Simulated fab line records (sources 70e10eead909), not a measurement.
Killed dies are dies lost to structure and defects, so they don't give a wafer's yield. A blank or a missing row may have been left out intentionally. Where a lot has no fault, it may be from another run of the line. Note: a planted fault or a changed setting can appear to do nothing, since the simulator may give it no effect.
Chamber matching / flow nand-harc / rie-diel-12 running NHARC_A_M1_STRIP_18: 4 sister chambers
The step strips in N2/H2. 4 wafers are shown with their chamber, then 7 later ones without.

== WAFERS WITH THEIR CHAMBER ==
wafer=L079.5; chamber=1; drypump-motor-current-A (A)=5.8
wafer=L080.3; chamber=0; drypump-motor-current-A (A)=5.2
wafer=L082.1; chamber=3; drypump-motor-current-A (A)=5.4
wafer=L082.3; chamber=2; drypump-motor-current-A (A)=5.6

== WAFERS WHOSE CHAMBER IS MISSING ==
wafer=L082.5; drypump-motor-current-A (A)=5.8
wafer=L090.2; drypump-motor-current-A (A)=5.6
wafer=L090.3; drypump-motor-current-A (A)=5.8
wafer=L090.6; drypump-motor-current-A (A)=5.4
wafer=L094.1; drypump-motor-current-A (A)=5.8
wafer=L094.3; drypump-motor-current-A (A)=5.7
wafer=L094.6; drypump-motor-current-A (A)=5.6

== WHICH CHAMBER EACH WENT THROUGH ==
wafer=L082.5; from the rows above=1; in truth=1
wafer=L090.2; from the rows above=2; in truth=2
wafer=L090.3; from the rows above=1; in truth=1
wafer=L090.6; from the rows above=3; in truth=3
wafer=L094.1; from the rows above=1; in truth=1
wafer=L094.3; from the rows above=can't be placed: 1 or 2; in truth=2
wafer=L094.6; from the rows above=2; in truth=2
Correctly placed: 6 of 7. Cannot be placed on the basis of these rows: 1; the candidates contain the true chamber in 1. Wrongly placed: 0.
How it was worked out, from the rows above alone: a wafer's distance from a chamber is the root of the sum, over the readings, of the square of ((its reading less the chamber's mean) divided by the reading's scatter). If the next closest chamber is less than 2 further off than the closest, the wafer can't be placed; otherwise it belongs to the closest. A chamber's mean is the mean of its shown wafers. The scatter: with one shown wafer a chamber, the root of the mean of the squares of how far each hidden wafer lies from its nearest shown one.
